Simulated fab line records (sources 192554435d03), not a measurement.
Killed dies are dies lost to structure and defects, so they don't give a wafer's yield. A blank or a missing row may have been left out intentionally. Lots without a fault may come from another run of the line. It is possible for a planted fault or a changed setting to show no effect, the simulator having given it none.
fab line records + flow n5_finfet
[record]
- lots = 11
- wafers = 33
- last_day = 16
route steps=1938 shown BEOL_M9@1446 PASSIVATION@1936
lots with no fault: from the same line, run without faults
start_h: start of the lot's first displayed wafer, in hours after the record's first day + wait_h: hours from the lot's prior step to this one + " unchanged from the row above + L1.1+2: a single row standing in for several wafers + - either no value or no given start + * or withheld: withheld + < > ~ a bound
route shown NAME@n: names a module that has steps shown in the file, with the first one's number in the route + usual: the fault-free wafers' mean and standard deviation + same: alike in all rows + chamber/n: place in a boat + sites: per-site readings + _std_site: standard deviation across them + _edge_site: mean of outer sites minus mean of inner sites + radius_mm: how far each site lies from the wafer's centre + mask NAME#n: copy n + behind: the most recent tool/chamber to have shaped the wafer + hold: reason for holding the lot/hours on hold/outcome of the hold + device: names the non-switching transistor (n, p or np) + end of line: the route-end tests of the same wafers + step lacking rows: just its recipe + killed: dies lost to structure and defects at the first sort, not the wafer's yield + map: a wafer's dies, marking killed ones x, the rest . and places with no die _
set.NAME: the setting as run; set.NAME@STEP: as run at that earlier step + model.NAME: the simulator's own value behind a step, which no gauge read
one table for each step of the route and one row for each wafer, over a sample of lots
services: the hour from which a tool's chamber was out of use, counted from the record's first day as start_h (under 0 if before that day), plus the number of hours and why
[[steps]]
[step N5_BEOL_M9_TRENCH_ETCH_37]
[recipe]
- chemistry = C4F6/O2
- target_depth_a = 1514.3
- target = SiCOH_lowk
- time_s = 49
- ion_energy_ev = 250
- pressure_mtorr = 30
- source_w = 345
- bias_w = 185
- Ar_flow_sccm = 300
- C4F6_flow_sccm = 10
- O2_flow_sccm = 10
[usual]
- drypump_motor_current_A = 5.8/0.48
- mfc_ar_sccm = 299.9/0.86
- oes_product_au = 0.78/0.08
- rf_vpp_V = 660/12
- showerhead_plenum_p_Torr = 2.78/0.05
- throttle_valve_pct = 21.00/0.2
| lot.wafer | tool        | chamber | start_h | wait_h | drypump_motor_current_A | mfc_ar_sccm | oes_product_au | rf_hours_counter_h | rf_vpp_V | showerhead_plenum_p_Torr | throttle_valve_pct |
|-----------|-------------|---------|---------|--------|-------------------------|-------------|----------------|--------------------|----------|--------------------------|--------------------|
| L120.1    | rie_diel-01 | 1       | -       | -      | 5.8                     | 298.4       | 0.87           | 74                 | 652      | 2.77                     | 20.77              |
| L120.2    | "           | 2       | "       | "      | 6.0                     | 300.1       | 0.92           | 18                 | 667      | 2.79                     | 20.99              |
| L120.4    | "           | 3       | "       | "      | 6.7                     | 299.8       | 0.75           | 163                | 652      | 2.84                     | 20.91              |
| L118.2    | rie_diel-01 | 1       | -       | -      | 5.9                     | 299.4       | 0.86           | 75                 | 652      | 2.77                     | 20.75              |
| L118.3    | "           | 3       | "       | "      | 6.7                     | 299.5       | 0.74           | 164                | 652      | 2.84                     | 20.91              |
| L118.4    | "           | 2       | "       | "      | 6.0                     | 298.1       | 0.91           | 19                 | 668      | 2.79                     | 20.97              |
| L121.1    | rie_diel-06 | 1       | -       | -      | 5.3                     | 301.1       | 0.71           | 217                | 660      | 2.73                     | 20.91              |
| L121.4    | "           | 3       | "       | "      | 5.0                     | 300.7       | 0.74           | 185                | 672      | 2.71                     | 21.02              |
| L121.6    | "           | 3       | "       | "      | 5.0                     | 300.4       | 0.74           | -                  | 673      | 2.71                     | 21.02              |
| L122.3    | rie_diel-03 | 3       | -       | -      | 5.0                     | 299.8       | 0.71           | 221                | 673      | 2.70                     | 21.03              |
| L122.5    | "           | 0       | "       | "      | 6.0                     | 300.7       | 0.88           | -                  | 678      | 2.86                     | 20.82              |
| L122.6    | "           | 1       | "       | "      | 5.6                     | 300.0       | 0.68           | -                  | 676      | 2.78                     | 21.41              |
| L125.2    | rie_diel-06 | 0       | -       | -      | 6.2                     | 299.9       | 0.84           | 73                 | 646      | 2.78                     | 20.74              |
| L125.4    | "           | 1       | "       | "      | 5.3                     | 299.6       | 0.70           | 228                | 660      | 2.73                     | 20.94              |
| L125.5    | "           | 3       | "       | "      | 5.0                     | 299.9       | 0.73           | -                  | 670      | 2.71                     | 21.03              |
| L127.1    | rie_diel-01 | 0       | -       | -      | 6.1                     | 299.7       | 0.86           | 43                 | 646      | 2.77                     | 20.83              |
| L127.2    | "           | 1       | "       | "      | 5.9                     | 299.7       | 0.85           | 91                 | 651      | 2.76                     | 20.79              |
| L127.6    | "           | 0       | "       | "      | 6.1                     | 300.9       | 0.87           | -                  | 645      | 2.77                     | 20.82              |
| L124.1    | rie_diel-01 | 2       | -       | -      | 6.0                     | 302.0       | 0.88           | 38                 | 667      | 2.79                     | 21.00              |
| L124.2    | "           | 3       | "       | "      | 6.7                     | 299.0       | 0.71           | 183                | 652      | 2.83                     | 20.93              |
| L124.4    | "           | 1       | "       | "      | 5.9                     | 298.8       | 0.84           | 92                 | 652      | 2.76                     | 20.78              |
| L130.1    | rie_diel-06 | 2       | -       | -      | 5.8                     | 299.4       | 0.71           | 205                | 652      | 2.82                     | 21.21              |
| L130.2    | "           | 0       | "       | "      | 6.2                     | 300.1       | 0.82           | 82                 | 646      | 2.78                     | 20.76              |
| L130.3    | "           | 3       | "       | "      | 5.0                     | 300.0       | 0.71           | 206                | 671      | 2.70                     | 21.04              |
| L131.1    | rie_diel-03 | 2       | -       | -      | 5.6                     | 300.3       | 0.70           | 222                | 645      | 2.83                     | 21.50              |
| L131.3    | "           | 1       | "       | "      | 5.6                     | 300.4       | 0.92           | 10                 | 675      | 2.78                     | 21.04              |
| L131.4    | "           | 3       | "       | "      | 5.0                     | 298.8       | 0.68           | 238                | 673      | 2.70                     | 21.06              |
| L136.2    | rie_diel-03 | 2       | -       | -      | 5.6                     | 300.4       | 0.69           | 229                | 646      | 2.83                     | 21.51              |
| L136.3    | "           | 1       | "       | "      | 5.7                     | 298.7       | 0.91           | 16                 | 674      | 2.78                     | 21.08              |
| L136.4    | "           | 3       | "       | "      | 5.0                     | 300.3       | 0.69           | 246                | 673      | 2.69                     | 21.06              |
| L138.1    | rie_diel-06 | 1       | -       | -      | 5.3                     | 300.3       | 0.68           | 246                | 661      | 2.72                     | 20.95              |
| L138.2    | "           | 0       | "       | "      | 6.2                     | 300.3       | 0.81           | 92                 | 647      | 2.77                     | 20.78              |
| L138.4    | "           | 3       | "       | "      | 5.0                     | 298.9       | 0.71           | 215                | 671      | 2.70                     | 21.05              |
[step N5_BEOL_M9_PRE_CLEAN_45]
[recipe]
- gas = H2/He
- time_s = 30
- temp_c = 250
[usual]
- heater_power_w = 334/26
| lot.wafer | tool           | chamber | start_h | wait_h | heater_power_w |
|-----------|----------------|---------|---------|--------|----------------|
| L120.1    | pvd_sputter-02 | -       | 212.27  | 0.0    | 326            |
| L120.2    | "              | -       | "       | "      | 310            |
| L120.4    | "              | -       | "       | "      | 355            |
| L118.2    | pvd_sputter-03 | -       | 214.51  | 0.0    | 321            |
| L118.3    | "              | -       | "       | "      | 406            |
| L118.4    | "              | -       | "       | "      | 296            |
| L121.1    | pvd_sputter-01 | -       | 229.11  | 0.0    | 334            |
| L121.4    | "              | -       | "       | "      | 322            |
| L121.6    | "              | -       | "       | "      | 324            |
| L122.3    | pvd_sputter-01 | -       | 235.22  | 0.0    | 348            |
| L122.5    | "              | -       | "       | "      | 342            |
| L122.6    | "              | -       | "       | "      | 315            |
| L125.2    | pvd_sputter-02 | -       | 257.85  | 0.0    | 354            |
| L125.4    | "              | -       | "       | "      | 332            |
| L125.5    | "              | -       | "       | "      | 351            |
| L127.1    | pvd_sputter-01 | -       | 261.93  | 0.0    | 307            |
| L127.2    | "              | -       | "       | "      | 322            |
| L127.6    | "              | -       | "       | "      | 353            |
| L124.1    | pvd_sputter-02 | -       | 264.40  | 0.0    | 328            |
| L124.2    | "              | -       | "       | "      | 304            |
| L124.4    | "              | -       | "       | "      | 323            |
| L130.1    | pvd_sputter-01 | -       | 296.83  | 0.0    | 315            |
| L130.2    | "              | -       | "       | "      | 338            |
| L130.3    | "              | -       | "       | "      | 349            |
| L131.1    | pvd_sputter-02 | -       | 299.49  | 0.0    | 331            |
| L131.3    | "              | -       | "       | "      | 357            |
| L131.4    | "              | -       | "       | "      | 302            |
| L136.2    | pvd_sputter-03 | -       | 322.57  | 0.0    | 342            |
| L136.3    | "              | -       | "       | "      | 310            |
| L136.4    | "              | -       | "       | "      | 306            |
| L138.1    | pvd_sputter-03 | -       | 326.91  | 0.0    | 333            |
| L138.2    | "              | -       | "       | "      | 389            |
| L138.4    | "              | -       | "       | "      | 307            |
[step N5_BEOL_M9_CVD_78]
[recipe]
- material = Co
- target_thk_a = 20
- temp_c = withheld
- precursor = CCTBA/H2
- pressure_torr = 30
- time_s = 138.9
[usual]
- chamber_pressure_Torr = 29.99/0.07
- run_length_s = 161.7/0.45
| lot.wafer | tool      | chamber | start_h | wait_h | chamber_pressure_Torr | run_length_s |
|-----------|-----------|---------|---------|--------|-----------------------|--------------|
| L120.1    | cvd_co-01 | 1       | 212.72  | 0.0    | 29.80                 | 161.9        |
| L120.2    | "         | 2       | "       | "      | 29.99                 | 162.0        |
| L120.4    | "         | 2       | "       | "      | 30.06                 | 161.5        |
| L118.2    | cvd_co-02 | 0       | 214.92  | 0.0    | 29.84                 | 161.2        |
| L118.3    | "         | 1       | "       | "      | 29.98                 | 161.2        |
| L118.4    | "         | 0       | "       | "      | 29.98                 | 161.6        |
| L121.1    | cvd_co-01 | 1       | 229.71  | 0.0    | 30.03                 | 161.8        |
| L121.4    | "         | 2       | "       | "      | 30.14                 | 161.6        |
| L121.6    | "         | 0       | "       | "      | 29.98                 | 161.7        |
| L122.3    | cvd_co-02 | 2       | 235.74  | 0.1    | 29.89                 | 162.6        |
| L122.5    | "         | 2       | "       | "      | 29.90                 | 162.7        |
| L122.6    | "         | 1       | "       | "      | 29.98                 | 161.7        |
| L125.2    | cvd_co-02 | 1       | 258.29  | 0.1    | 30.03                 | 161.6        |
| L125.4    | "         | 1       | "       | "      | 29.99                 | 161.0        |
| L125.5    | "         | 2       | "       | "      | 30.00                 | 162.7        |
| L127.1    | cvd_co-02 | 1       | 262.43  | 0.1    | 29.92                 | 161.4        |
| L127.2    | "         | 0       | "       | "      | 29.82                 | 161.3        |
| L127.6    | "         | 1       | "       | "      | 30.03                 | 161.4        |
| L124.1    | cvd_co-02 | 1       | 265.13  | 0.2    | 30.03                 | 161.0        |
| L124.2    | "         | 2       | "       | "      | 30.07                 | 162.7        |
| L124.4    | "         | 0       | "       | "      | 29.93                 | 161.2        |
| L130.1    | cvd_co-01 | 2       | 297.84  | 0.3    | 29.98                 | 161.4        |
| L130.2    | "         | 1       | "       | "      | 30.13                 | 162.0        |
| L130.3    | "         | 0       | "       | "      | 30.03                 | 162.1        |
| L131.1    | cvd_co-02 | 2       | 300.21  | 0.2    | 29.97                 | 163.0        |
| L131.3    | "         | 0       | "       | "      | 29.90                 | 161.1        |
| L131.4    | "         | 0       | "       | "      | 29.92                 | 162.2        |
| L136.2    | cvd_co-02 | 0       | 323.26  | 0.1    | 30.10                 | 161.5        |
| L136.3    | "         | 1       | "       | "      | 29.93                 | 161.4        |
| L136.4    | "         | 2       | "       | "      | 30.05                 | 253.5        |
| L138.1    | cvd_co-02 | 2       | 327.32  | 0.0    | 30.00                 | 253.5        |
| L138.2    | "         | 0       | "       | "      | 29.82                 | 161.5        |
| L138.4    | "         | 2       | "       | "      | 30.02                 | 253.8        |
[step N5_BEOL_M9_DEP_56]
[recipe]
- material = SiCN
- target_thk_a = 150
- temp_c = withheld
- precursor = 3MS/NH3
- pressure_torr = 3
- rf_w = 202
- time_s = 26.5
[usual]
- chamber_pressure_Torr = 3.000/0.0064
- showerhead_plenum_p_Torr = 3.670/0.016
- throttle_valve_pct = 9.1/0.3
| lot.wafer | tool     | chamber | start_h | wait_h | chamber_pressure_Torr | showerhead_plenum_p_Torr | throttle_valve_pct |
|-----------|----------|---------|---------|--------|-----------------------|--------------------------|--------------------|
| L120.1    | pecvd-02 | 0       | 216.84  | 0.0    | 3.001                 | 3.664                    | 9.6                |
| L120.2    | "        | 1       | "       | "      | 2.998                 | 3.661                    | 8.7                |
| L120.4    | "        | 1       | "       | "      | 2.996                 | 3.662                    | 8.4                |
| L118.2    | pecvd-04 | 0       | 219.82  | 0.0    | 2.996                 | 3.669                    | 9.0                |
| L118.3    | "        | 2       | "       | "      | 3.006                 | 3.662                    | 9.0                |
| L118.4    | "        | 0       | "       | "      | 2.990                 | 3.684                    | 8.8                |
| L121.1    | pecvd-03 | 1       | 230.97  | 0.0    | 2.995                 | 3.680                    | 9.0                |
| L121.4    | "        | 0       | "       | "      | 2.997                 | 3.690                    | 9.2                |
| L121.6    | "        | 1       | "       | "      | 2.999                 | 3.670                    | 8.8                |
| L122.3    | pecvd-04 | 0       | 237.28  | 0.0    | 2.992                 | 3.691                    | 8.9                |
| L122.5    | "        | 2       | "       | "      | 3.002                 | 3.654                    | 9.3                |
| L122.6    | "        | 0       | "       | "      | 2.998                 | 3.662                    | 9.0                |
| L125.2    | pecvd-03 | 1       | 260.38  | 0.0    | 2.996                 | 3.678                    | 9.3                |
| L125.4    | "        | 2       | "       | "      | 3.004                 | 3.642                    | 9.0                |
| L125.5    | "        | 1       | "       | "      | 2.991                 | 3.679                    | 9.3                |
| L127.1    | pecvd-04 | 2       | 263.54  | 0.0    | 2.994                 | 3.663                    | 9.1                |
| L127.2    | "        | 1       | "       | "      | 2.992                 | 3.662                    | 9.2                |
| L127.6    | "        | 2       | "       | "      | 2.999                 | 3.659                    | 9.6                |
| L124.1    | pecvd-04 | 1       | 266.72  | 0.0    | 2.988                 | 3.662                    | 9.0                |
| L124.2    | "        | 2       | "       | "      | 3.007                 | 3.663                    | 9.2                |
| L124.4    | "        | 1       | "       | "      | 2.998                 | 3.678                    | 9.1                |
| L130.1    | pecvd-03 | 2       | 298.95  | 0.0    | 3.001                 | 3.642                    | 8.5                |
| L130.2    | "        | 0       | "       | "      | 2.995                 | 3.694                    | 9.4                |
| L130.3    | "        | 1       | "       | "      | 3.009                 | 3.658                    | 9.3                |
| L131.1    | pecvd-03 | 1       | 302.58  | 0.0    | 3.001                 | 3.668                    | 9.0                |
| L131.3    | "        | 0       | "       | "      | 2.993                 | 3.693                    | 9.2                |
| L131.4    | "        | 0       | "       | "      | 2.991                 | 3.697                    | 9.4                |
| L136.2    | pecvd-03 | 2       | 324.71  | 0.0    | 3.011                 | 3.641                    | 9.0                |
| L136.3    | "        | 0       | "       | "      | 3.002                 | 3.683                    | 9.5                |
| L136.4    | "        | 2       | "       | "      | 3.003                 | 3.646                    | 8.6                |
| L138.1    | pecvd-03 | 1       | 328.52  | 0.0    | 3.003                 | 3.668                    | 9.2                |
| L138.2    | "        | 2       | "       | "      | 2.998                 | 3.646                    | 8.8                |
| L138.4    | "        | 0       | "       | "      | 2.995                 | 3.698                    | 9.4                |
[step N5_PASSIVATION_PROBE_49]
[usual]
- defect_limited_yield = 91.0/1.5
- killed_at_M0_to_M3 = 34/9.1
- killed_at_M4_up = 14/5.7
- killed_at_contacts = 13/5.7
- killed_at_front_end = 42/12
- killed_at_other = 4/3.4
- killed_dies = 106/17
- killed_open = 70/13
- killed_short = 34/7.5
- sort_bin_5_function = 5.2/0.94
- sort_bin_6_memory = 3.4/0.69
- sort_bin_8_speed = 0.00/0.029
- sort_n_pass = 1074/17
- sort_yield_pct = 91.0/1.5
[same]
- gross_dies = 1180
- killed_at_back_side = 0
- sort_bin_4_leakage[%] = 0
| lot.wafer | tool      | chamber | start_h | wait_h | defect_limited_yield[%] | killed_at_M0_to_M3 | killed_at_M4_up | killed_at_contacts | killed_at_front_end | killed_at_other | killed_dies | killed_open | killed_short | sort_bin_5_function[%] | sort_bin_6_memory[%] | sort_bin_8_speed[%] | sort_n_pass | sort_yield_pct[%] |
|-----------|-----------|---------|---------|--------|-------------------------|--------------------|-----------------|--------------------|---------------------|-----------------|-------------|-------------|--------------|------------------------|----------------------|---------------------|-------------|-------------------|
| L120.1    | prober-02 | -       | 270.10  | 0.0    | 89.5                    | 34                 | 18              | 19                 | 52                  | 1               | 124         | 85          | 39           | 6.1                    | 4.2                  | 0                   | 1056        | 89.5              |
| L120.2    | prober-02 | -       | 270.15  | 0.1    | 92.3                    | 34                 | 13              | 2                  | 40                  | 2               | 91          | 54          | 35           | 4.7                    | 2.5                  | 0                   | 1089        | 92.3              |
| L120.4    | prober-02 | -       | 270.25  | 0.2    | 89.2                    | 50                 | 14              | 15                 | 46                  | 2               | 127         | 86          | 41           | 5.3                    | 4.9                  | 0                   | 1053        | 89.2              |
| L121.1    | prober-01 | -       | 294.10  | 0.0    | 91.7                    | 32                 | 25              | 7                  | 31                  | 3               | 98          | 74          | 22           | 4.9                    | 3.2                  | 0                   | 1082        | 91.7              |
| L121.4    | prober-01 | -       | 294.25  | 0.2    | 90.6                    | 28                 | 15              | 18                 | 42                  | 8               | 111         | 71          | 36           | 5.3                    | 3.6                  | 0                   | 1069        | 90.6              |
| L121.6    | prober-01 | -       | 294.35  | 0.3    | 91.9                    | 33                 | 5               | 12                 | 42                  | 4               | 96          | 64          | 32           | 4.8                    | 3.1                  | 0                   | 1084        | 91.9              |
| L125.2    | prober-01 | -       | 320.40  | 0.1    | 90.2                    | 29                 | 16              | 8                  | 57                  | 6               | 116         | 83          | 30           | 6.0                    | 3.6                  | 0                   | 1064        | 90.2              |
| L125.4    | prober-01 | -       | 320.50  | 0.2    | 89.2                    | 40                 | 17              | 20                 | 49                  | 2               | 128         | 88          | 39           | 7.2                    | 3.4                  | 0                   | 1052        | 89.2              |
| L125.5    | prober-01 | -       | 320.55  | 0.2    | 90.3                    | 44                 | 9               | 16                 | 40                  | 6               | 115         | 69          | 44           | 5.3                    | 3.9                  | 0                   | 1065        | 90.3              |
| L130.1    | prober-01 | -       | 351.56  | 0.0    | 91.9                    | 49                 | 9               | 8                  | 27                  | 2               | 95          | 64          | 31           | 4.8                    | 2.7                  | 0                   | 1085        | 91.9              |
| L130.2    | prober-01 | -       | 351.61  | 0.1    | 91.6                    | 27                 | 11              | 13                 | 47                  | 1               | 99          | 65          | 34           | 4.1                    | 4.1                  | 0                   | 1081        | 91.6              |
| L130.3    | prober-01 | -       | 351.66  | 0.1    | 91.1                    | 31                 | 6               | 10                 | 55                  | 3               | 105         | 68          | 37           | 4.9                    | 3.4                  | 0                   | 1075        | 91.1              |
| L138.1    | prober-02 | -       | 383.98  | 0.0    | 91.1                    | 33                 | 11              | 21                 | 38                  | 2               | 105         | 72          | 32           | 5.7                    | 2.9                  | 0                   | 1075        | 91.1              |
| L138.2    | prober-02 | -       | 384.03  | 0.1    | 90.2                    | 41                 | 6               | 8                  | 59                  | 2               | 116         | 72          | 37           | 5.3                    | 3.5                  | 0                   | 1064        | 90.2              |
| L138.4    | prober-02 | -       | 384.13  | 0.2    | 89.3                    | 63                 | 10              | 13                 | 30                  | 10              | 126         | 81          | 43           | 7.0                    | 3.3                  | 0                   | 1054        | 89.3              |
// killed by level:class
L120.1 BEOL_M4:geometric_particle:open=15 MOL_CONTACT_COAG:geometric_particle:open=15 STI_FIN_REVEAL:geometric_particle:open=11 FIN_SAQP:geometric_particle:short=10 FIN_SAQP:geometric_particle:open=9 BEOL_M0_SAQP:geometric_particle:open=7 BEOL_M2:geometric_particle:open=7 STARTING-WAFER:geometric_particle:short=5
L120.2 GATE_CUT:geometric_particle:short=9 STI_FIN_REVEAL:geometric_particle:open=8 FIN_SAQP:geometric_particle:open=7 FIN_SAQP:geometric_particle:short=7 BEOL_M0_SAQP:geometric_particle:short=7 BEOL_M0_SAQP:geometric_particle:open=7 BEOL_M1:geometric_particle:open=7 BEOL_M2:geometric_particle:open=5
L120.4 MOL_CONTACT_COAG:geometric_particle:open=12 BEOL_M1:geometric_particle:open=12 STI_FIN_REVEAL:geometric_particle:open=11 BEOL_M0_SAQP:geometric_particle:short=9 BEOL_M0_SAQP:geometric_particle:open=9 BEOL_M3:geometric_particle:open=8 BEOL_M4:geometric_particle:open=6 FIN_SAQP:geometric_particle:open=5
L121.1 STI_FIN_REVEAL:geometric_particle:open=11 BEOL_M4:geometric_particle:open=9 FIN_SAQP:geometric_particle:open=6 BEOL_M3:geometric_particle:open=6 BEOL_M5:geometric_particle:open=6 BEOL_M0_SAQP:geometric_particle:short=5 MOL_CONTACT_COAG:geometric_particle:open=5 BEOL_M1:geometric_particle:open=5
L121.4 MOL_CONTACT_COAG:geometric_particle:open=15 FIN_SAQP:geometric_particle:short=10 FIN_SAQP:geometric_particle:open=10 BEOL_M1:geometric_particle:open=9 STI_FIN_REVEAL:geometric_particle:open=8 BEOL_M0_SAQP:geometric_particle:short=4 BEOL_M0:geometric_particle:open=4 BEOL_M3:geometric_particle:open=4
L121.6 BEOL_M3:geometric_particle:open=13 FIN_SAQP:geometric_particle:open=10 MOL_CONTACT_COAG:geometric_particle:open=10 FIN_SAQP:geometric_particle:short=8 DUMMY_GATE:geometric_particle:open=7 BEOL_M0_SAQP:geometric_particle:short=7 STI_FIN_REVEAL:geometric_particle:open=5 STI_FIN_REVEAL:geometric_particle:short=4
L125.2 STI_FIN_REVEAL:geometric_particle:open=20 FIN_SAQP:geometric_particle:open=14 FIN_SAQP:geometric_particle:short=6 MOL_CONTACT_COAG:geometric_particle:open=6 BEOL_M3:geometric_particle:open=6 BEOL_M0_SAQP:geometric_particle:open=5 BEOL_M1:geometric_particle:open=5 BEOL_M4:geometric_particle:open=5
L125.4 MOL_CONTACT_COAG:geometric_particle:open=16 FIN_SAQP:geometric_particle:open=14 FIN_SAQP:geometric_particle:short=10 BEOL_M3:geometric_particle:open=10 BEOL_M4:geometric_particle:open=10 BEOL_M0_SAQP:geometric_particle:open=9 BEOL_M0_SAQP:geometric_particle:short=7 STI_FIN_REVEAL:geometric_particle:open=6
L125.5 MOL_CONTACT_COAG:geometric_particle:open=16 FIN_SAQP:geometric_particle:open=13 BEOL_M1:geometric_particle:open=12 BEOL_M0_SAQP:geometric_particle:short=11 BEOL_M3:geometric_particle:open=9 FIN_SAQP:geometric_particle:short=8 ILD0:geometric_particle:short=5 MIM_TOP:geometric_particle:short=4
L130.1 BEOL_M2:geometric_particle:open=12 STI_FIN_REVEAL:geometric_particle:open=10 BEOL_M0_SAQP:geometric_particle:short=9 MOL_CONTACT_COAG:geometric_particle:open=7 BEOL_M0_SAQP:geometric_particle:open=7 BEOL_M1:geometric_particle:open=7 GATE_CUT:geometric_particle:short=6 BEOL_M3:geometric_particle:open=6
L130.2 MOL_CONTACT_COAG:geometric_particle:open=11 STI_FIN_REVEAL:geometric_particle:open=10 BEOL_M2:geometric_particle:open=9 GATE_CUT:geometric_particle:short=8 GATE_CUT:geometric_particle:open=7 FIN_SAQP:geometric_particle:short=6 BEOL_M0_SAQP:geometric_particle:short=6 FIN_SAQP:geometric_particle:open=5
L130.3 STI_FIN_REVEAL:geometric_particle:open=23 FIN_SAQP:geometric_particle:open=10 BEOL_M0_SAQP:geometric_particle:short=10 MOL_CONTACT_COAG:geometric_particle:open=9 BEOL_M0_SAQP:geometric_particle:open=9 FIN_SAQP:geometric_particle:short=6 GATE_CUT:geometric_particle:short=6 BEOL_M2:geometric_particle:open=4
L138.1 MOL_CONTACT_COAG:geometric_particle:open=15 STI_FIN_REVEAL:geometric_particle:open=11 BEOL_M0_SAQP:geometric_particle:open=11 BEOL_M0_SAQP:geometric_particle:short=10 BEOL_M2:geometric_particle:open=7 DUMMY_GATE:geometric_particle:open=6 MOL_CONTACT_COAG:geometric_particle:short=6 STARTING-WAFER:geometric_particle:open=4
L138.2 FIN_SAQP:geometric_particle:open=11 BEOL_M0_SAQP:geometric_particle:short=10 STI_FIN_REVEAL:geometric_particle:open=8 BEOL_M2:geometric_particle:open=8 BEOL_M0_SAQP:geometric_particle:open=7 BEOL_M1:geometric_particle:open=7 HKMG_FIN:area_etch=7 FIN_SAQP:geometric_particle:short=6
L138.4 BEOL_M0_SAQP:geometric_particle:open=14 BEOL_M0_SAQP:geometric_particle:short=13 MOL_CONTACT_COAG:geometric_particle:open=12 BEOL_M3:geometric_particle:open=12 BEOL_M2:geometric_particle:open=10 BEOL_M4:geometric_particle:open=7 STI_FIN_REVEAL:geometric_particle:open=7 PASS1_CAP:geometric_particle:short=6
[[services]]
| tool        | chamber | start_h | hours | kind                          |
|-------------|---------|---------|-------|-------------------------------|
| rie_diel-06 | -       | 193.26  | 2.8   | pm                            |
| pecvd-03    | 2       | 207.63  | 5.5   | scheduled_down                |
| cvd_co-01   | -       | 215.00  | 1.1   | repair                        |
| pecvd-02    | -       | 217.46  | 14.6  | pm                            |
| rie_diel-06 | 1       | 217.57  | 10.0  | repair                        |
| pecvd-04    | 1       | 220.31  | 5.5   | scheduled_down                |
| rie_diel-03 | 3       | 222.21  | 10.9  | repair                        |
| rie_diel-03 | 1       | 238.81  | -     | clean                         |
| rie_diel-03 | 1       | 238.81  | -     | consumable_replace:focus_ring |
| rie_diel-03 | 1       | 238.81  | 25.4  | scheduled_down                |
| rie_diel-03 | 1       | 238.81  | 25.4  | vent_cycle                    |
| rie_diel-03 | -       | 252.59  | 14.6  | pm                            |
| pecvd-03    | -       | 261.81  | 1.5   | repair                        |
| rie_diel-03 | 2       | 270.09  | 9.5   | repair                        |
| rie_diel-06 | -       | 278.78  | 15.6  | pm                            |
| cvd_co-02   | -       | 281.28  | 3.8   | pm                            |
[[key]]
[first_sign]
- step = N5_BEOL_M9_CVD_78
- reading = run_length_s
- direction = up
- sigmas = 99+
- usual = *
- struck = *
effect none on later readings
met_at N5_BEOL_M9_CVD_78
struck_lots L136,L138
struck_wafers L136.4,L138.1,L138.4
not_acting_at N5_BEOL_M9_TRENCH_ETCH_37,N5_BEOL_M9_PRE_CLEAN_45,N5_BEOL_M9_DEP_56
onset_between 300.21 323.26
[fault]
- kind = process_parameter_drift
- tool = cvd_co-02
- chamber = -
- onset_h = 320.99
- steps = N5_BEOL_M9_CVD_78
- channel = time_s
- offset = *
- shape = step
- end_h = 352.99
- scope = struck_wafers_only
- acts_in = *
- stated = *
